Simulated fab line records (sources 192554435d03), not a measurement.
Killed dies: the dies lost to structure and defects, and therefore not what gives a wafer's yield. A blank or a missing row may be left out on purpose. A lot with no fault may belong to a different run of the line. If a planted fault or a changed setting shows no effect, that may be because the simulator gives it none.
Chamber matching :: flow n5-finfet :: rie-diel-04 running N5_SD_EPI_N_ETCH_45: 4 sister chambers
The step etches SiOCN in CH3F/O2, target depth 6 nm. 4 wafers are shown with their chamber, then 7 later ones without.

WAFERS WITH THEIR CHAMBER
wafer: L082.2
chamber: 3
showerhead-plenum-p-Torr (Torr): 1.91

wafer: L083.5
chamber: 0
showerhead-plenum-p-Torr (Torr): 2.15

wafer: L086.1
chamber: 2
showerhead-plenum-p-Torr (Torr): 2.12

wafer: L086.4
chamber: 1
showerhead-plenum-p-Torr (Torr): 1.96

WAFERS WHOSE CHAMBER IS MISSING
wafer: L086.5
showerhead-plenum-p-Torr (Torr): 2.14

wafer: L091.2
showerhead-plenum-p-Torr (Torr): 1.91

wafer: L091.3
showerhead-plenum-p-Torr (Torr): 2.12

wafer: L091.5
showerhead-plenum-p-Torr (Torr): 2.14

wafer: L092.2
showerhead-plenum-p-Torr (Torr): 2.12

wafer: L092.4
showerhead-plenum-p-Torr (Torr): 1.95

wafer: L092.5
showerhead-plenum-p-Torr (Torr): 2.14

THE CHAMBER EACH PASSED THROUGH
wafer: L086.5
from the rows above: can't be placed: 0 or 2
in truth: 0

wafer: L091.2
from the rows above: 3
in truth: 3

wafer: L091.3
from the rows above: 2
in truth: 2

wafer: L091.5
from the rows above: can't be placed: 0 or 2
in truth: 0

wafer: L092.2
from the rows above: 2
in truth: 2

wafer: L092.4
from the rows above: 1
in truth: 1

wafer: L092.5
from the rows above: can't be placed: 0 or 2
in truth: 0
Placed correctly: 4 of 7. Not placeable from these rows: 3 (in 3, the candidates include the true chamber). Number placed wrongly: 0.
How it was worked out, from the rows above alone: a wafer's distance from a chamber is the root of the sum, over the readings, of the square of ((its reading less the chamber's mean) divided by the reading's scatter). The wafer belongs to the nearest chamber; if the next one is less than 2 further off, it can't be placed. A chamber's mean is the mean of its shown wafers. The scatter: root of mean squared gap, hidden wafer to nearest shown wafer, with one shown wafer a chamber.
